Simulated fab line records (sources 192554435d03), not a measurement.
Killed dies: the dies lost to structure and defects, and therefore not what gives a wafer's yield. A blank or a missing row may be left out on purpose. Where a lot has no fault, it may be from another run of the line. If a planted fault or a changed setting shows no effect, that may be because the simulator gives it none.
The tool behind it: which one? + flow n5-finfet + 10 lots, 30 wafers sampled, at 7 steps of a route of 1938

WHAT EACH GAUGE READ, for each wafer
N5_BEOL_M7_INSPECT_58: inspects for defects (darkfield). Usual: raw-defect-count reads 59 (standard deviation 19).
| lot  | measured     | on                | raw-defect-count | flag |
|------|--------------|-------------------|------------------|------|
| L515 | day 9 22:10  | defect-inspect-02 | 89 75 60         |      |
| L516 | day 10 15:09 | defect-inspect-02 | 40 30 52         |      |
| L521 | day 11 08:47 | defect-inspect-02 | 67 36 35         |      |
| L520 | day 11 22:26 | defect-inspect-02 | 537 527 517      | OFF  |
| L524 | day 12 01:18 | defect-inspect-02 | 509 546 475      | OFF  |
| L526 | day 12 15:48 | defect-inspect-02 | 472 552 569      | OFF  |
| L525 | day 12 17:05 | defect-inspect-01 | 45 59 75         |      |
| L535 | day 15 07:29 | defect-inspect-02 | 43 36 57         |      |
| L537 | day 15 11:10 | defect-inspect-01 | 59 50 94         |      |
| L536 | day 15 12:09 | defect-inspect-01 | 38 59 20         |      |

N5_BEOL_M8_INSPECT_13: inspects for defects (brightfield). Usual: raw-defect-count reads 338 (standard deviation 88).
| lot  | measured     | on                | raw-defect-count | flag |
|------|--------------|-------------------|------------------|------|
| L515 | day 10 00:55 | defect-inspect-02 | 315 378 397      |      |
| L516 | day 10 18:03 | defect-inspect-02 | 505 386 367      |      |
| L521 | day 11 10:34 | defect-inspect-01 | 502 517 405      |      |
| L520 | day 12 00:12 | defect-inspect-02 | 751 751 664      | OFF  |
| L524 | day 12 03:23 | defect-inspect-01 | 745 815 726      | OFF  |
| L526 | day 12 17:28 | defect-inspect-01 | 717 894 854      | OFF  |
| L525 | day 12 20:10 | defect-inspect-02 | 248 235 270      |      |
| L535 | day 15 10:37 | defect-inspect-02 | 208 211 243      |      |
| L537 | day 15 14:13 | defect-inspect-01 | 396 296 487      |      |
| L536 | day 15 14:17 | defect-inspect-02 | 400 338 241      |      |

N5_BEOL_M8_INSPECT_30: inspects for defects (brightfield). Usual: raw-defect-count reads 338 (standard deviation 89).
| lot  | measured     | on                | raw-defect-count | flag |
|------|--------------|-------------------|------------------|------|
| L515 | day 10 03:55 | defect-inspect-01 | 346 376 406      |      |
| L516 | day 10 22:34 | defect-inspect-01 | 491 419 390      |      |
| L521 | day 11 11:52 | defect-inspect-01 | 492 534 430      |      |
| L520 | day 12 02:17 | defect-inspect-01 | 756 745 677      | OFF  |
| L524 | day 12 04:20 | defect-inspect-02 | 725 775 698      | OFF  |
| L526 | day 12 18:59 | defect-inspect-02 | 710 860 842      | OFF  |
| L525 | day 12 22:30 | defect-inspect-02 | 257 248 255      |      |
| L535 | day 15 12:59 | defect-inspect-02 | 212 217 249      |      |
| L537 | day 15 16:43 | defect-inspect-01 | 403 324 479      |      |
| L536 | day 15 16:53 | defect-inspect-02 | 422 334 238      |      |

EACH LOT AND THE TOOL THAT RAN IT (in order: tool; ch and the chambers of the sampled wafers; start)
| lot  | N5_BEOL_M7_STRIP_80                           | N5_BEOL_M7_CURE_75            | N5_BEOL_M7_PRE_CLEAN_45      | N5_BEOL_M7_PRE_CLEAN_55         |
|------|-----------------------------------------------|-------------------------------|------------------------------|---------------------------------|
| L515 | rie-diel-04 ch 0,1,2, day 9 19:32 or earlier  | uv-cure-02 ch 1, day 9 19:32  | pvd-sputter-03, day 9 20:08  | pecvd-03 ch 0,1, day 9 22:01    |
| L516 | rie-diel-04 ch 2,3, day 10 12:05 or earlier   | uv-cure-01 ch 2, day 10 12:05 | pvd-sputter-01, day 10 13:14 | pecvd-03 ch 0,1, day 10 15:00   |
| L521 | rie-diel-03 ch 2,3, day 11 05:02 or earlier   | uv-cure-03 ch 2, day 11 05:02 | pvd-sputter-03, day 11 05:23 | pecvd-03 ch 1,2, day 11 08:40   |
| L520 | rie-diel-03 ch 0,1,3, day 11 20:10 or earlier | uv-cure-02 ch 2, day 11 20:10 | pvd-sputter-01, day 11 20:38 | pecvd-03 ch 0,1,2, day 11 22:19 |
| L524 | rie-diel-06 ch 0,1, day 11 23:13 or earlier   | uv-cure-01 ch 1, day 11 23:13 | pvd-sputter-02, day 11 23:37 | pecvd-03 ch 1,2, day 12 01:11   |
| L526 | rie-diel-03 ch 0,3, day 12 13:08 or earlier   | uv-cure-03 ch 1, day 12 13:08 | pvd-sputter-01, day 12 13:25 | pecvd-03 ch 0,1,2, day 12 15:41 |
| L525 | rie-diel-06 ch 1,2, day 12 13:14 or earlier   | uv-cure-01 ch 1, day 12 13:14 | pvd-sputter-03, day 12 13:47 | pecvd-04 ch 1,2, day 12 16:58   |
| L535 | rie-diel-04 ch 0,2,3, day 15 04:35 or earlier | uv-cure-01 ch 1, day 15 04:35 | pvd-sputter-01, day 15 04:58 | pecvd-04 ch 0,2, day 15 07:22   |
| L537 | rie-diel-06 ch 0,1,3, day 15 07:22 or earlier | uv-cure-03 ch 1, day 15 07:22 | pvd-sputter-02, day 15 07:47 | pecvd-03 ch 0,1,2, day 15 11:04 |
| L536 | rie-diel-06 ch 0,2, day 15 10:08 or earlier   | uv-cure-01 ch 0, day 15 10:08 | pvd-sputter-02, day 15 10:28 | pecvd-03 ch 1,2, day 15 12:02   |
- N5_BEOL_M7_STRIP_80: strips in N2/H2, time 10 s.
- N5_BEOL_M7_CURE_75: cures SiCOH lowk, time 120 s.
- N5_BEOL_M7_PRE_CLEAN_45: time 30 s.
- N5_BEOL_M7_PRE_CLEAN_55: time 15 s.

WHAT THE TOOLS THEMSELVES READ (means of the sampled wafers that have a number; where no wafer has one, the mark that the record gives instead)
N5_BEOL_M7_STRIP_80. Usual: drypump-motor-current-A 5.8 A, standard deviation 0.4; oes-product-au 0.76 a.u., standard deviation 0.092; rf-vpp-V 59.1 V, standard deviation 0.87; showerhead-plenum-p-Torr 2.54 Torr, standard deviation 0.076; throttle-valve-pct 23.7 %, standard deviation 0.3.
| lot  | tool        | drypump-motor-current-A (A) | oes-product-au (a.u.) | rf-vpp-V (V) | showerhead-plenum-p-Torr (Torr) | throttle-valve-pct (%) | flag |
|------|-------------|-----------------------------|-----------------------|--------------|---------------------------------|------------------------|------|
| L515 | rie-diel-04 | 6.3                         | 0.75                  | 59.3         | 2.61                            | 23.6                   |      |
| L516 | rie-diel-04 | 6.1                         | 0.70                  | 59.4         | 2.62                            | 24.0                   |      |
| L521 | rie-diel-03 | 5.9                         | 0.84                  | 59.4         | 2.50                            | 23.3                   |      |
| L520 | rie-diel-03 | 6.1                         | 0.85                  | 59.1         | 2.61                            | 23.6                   |      |
| L524 | rie-diel-06 | 5.3                         | 0.72                  | 58.8         | 2.52                            | 24.0                   |      |
| L526 | rie-diel-03 | 6.2                         | 0.94                  | 60.0         | 2.60                            | 23.5                   |      |
| L525 | rie-diel-06 | 5.4                         | 0.75                  | 59.4         | 2.50                            | 23.8                   |      |
| L535 | rie-diel-04 | 5.9                         | 0.82                  | 58.8         | 2.59                            | 23.7                   |      |
| L537 | rie-diel-06 | 5.6                         | 0.69                  | 59.2         | 2.47                            | 24.0                   |      |
| L536 | rie-diel-06 | 5.5                         | 0.72                  | 59.4         | 2.46                            | 23.7                   |      |

N5_BEOL_M7_CURE_75. Usual: lamp-power-pct 52.31 %, standard deviation 0.053; wafer_temp_C_max 371.7, standard deviation 0.86.
| lot  | tool       | lamp-power-pct (%) | wafer_temp_C_max | flag |
|------|------------|--------------------|------------------|------|
| L515 | uv-cure-02 | 52.32              | 371.0            |      |
| L516 | uv-cure-01 | 52.35              | 371.1            |      |
| L521 | uv-cure-03 | 52.33              | 371.0            |      |
| L520 | uv-cure-02 | 52.32              | 373.1            |      |
| L524 | uv-cure-01 | 52.36              | 371.5            |      |
| L526 | uv-cure-03 | 52.30              | 371.1            |      |
| L525 | uv-cure-01 | 52.35              | 371.8            |      |
| L535 | uv-cure-01 | 52.33              | 371.7            |      |
| L537 | uv-cure-03 | 52.30              | 371.2            |      |
| L536 | uv-cure-01 | 52.29              | 373.6            |      |

N5_BEOL_M7_PRE_CLEAN_45. Usual: heater-power-w reads 329 W (standard deviation 35).
| lot  | tool           | heater-power-w (W) | flag |
|------|----------------|--------------------|------|
| L515 | pvd-sputter-03 | 320                |      |
| L516 | pvd-sputter-01 | 330                |      |
| L521 | pvd-sputter-03 | 314                |      |
| L520 | pvd-sputter-01 | 365                |      |
| L524 | pvd-sputter-02 | 326                |      |
| L526 | pvd-sputter-01 | 390                |      |
| L525 | pvd-sputter-03 | 323                |      |
| L535 | pvd-sputter-01 | 333                |      |
| L537 | pvd-sputter-02 | 310                |      |
| L536 | pvd-sputter-02 | 311                |      |

THE ANSWER, worked out from the rows above alone
Rule: a lot counts as off when the mean over its wafers that have a number is more than 3 standard deviations away from the usual mean. Also off: a lot with no number at a reading for which 4 or more lots have one. The other lots that the step has rows for count as sound. After the gauges, taken in route order, come the tools' own readings; for these a lot's mean is taken, as printed above. At the first step where some lot is off, the reading lying furthest off is the one used; lots without a number count as furthest.
Off: L520, L524, L526 (N5_BEOL_M7_INSPECT_58, raw-defect-count).
A tool fits if, at a process step before that reading, it ran every lot that is off, and no sound lot after the first of them. Those tools and the gauges at N5_BEOL_M7_INSPECT_58 are tried in the same way. N5_BEOL_M7_STRIP_80 gives no start for some lots, so the hours and the order of its lots are those of N5_BEOL_M7_CURE_75. No candidate that was tried fits.

WHAT THE SIMULATOR HAD INSERTED
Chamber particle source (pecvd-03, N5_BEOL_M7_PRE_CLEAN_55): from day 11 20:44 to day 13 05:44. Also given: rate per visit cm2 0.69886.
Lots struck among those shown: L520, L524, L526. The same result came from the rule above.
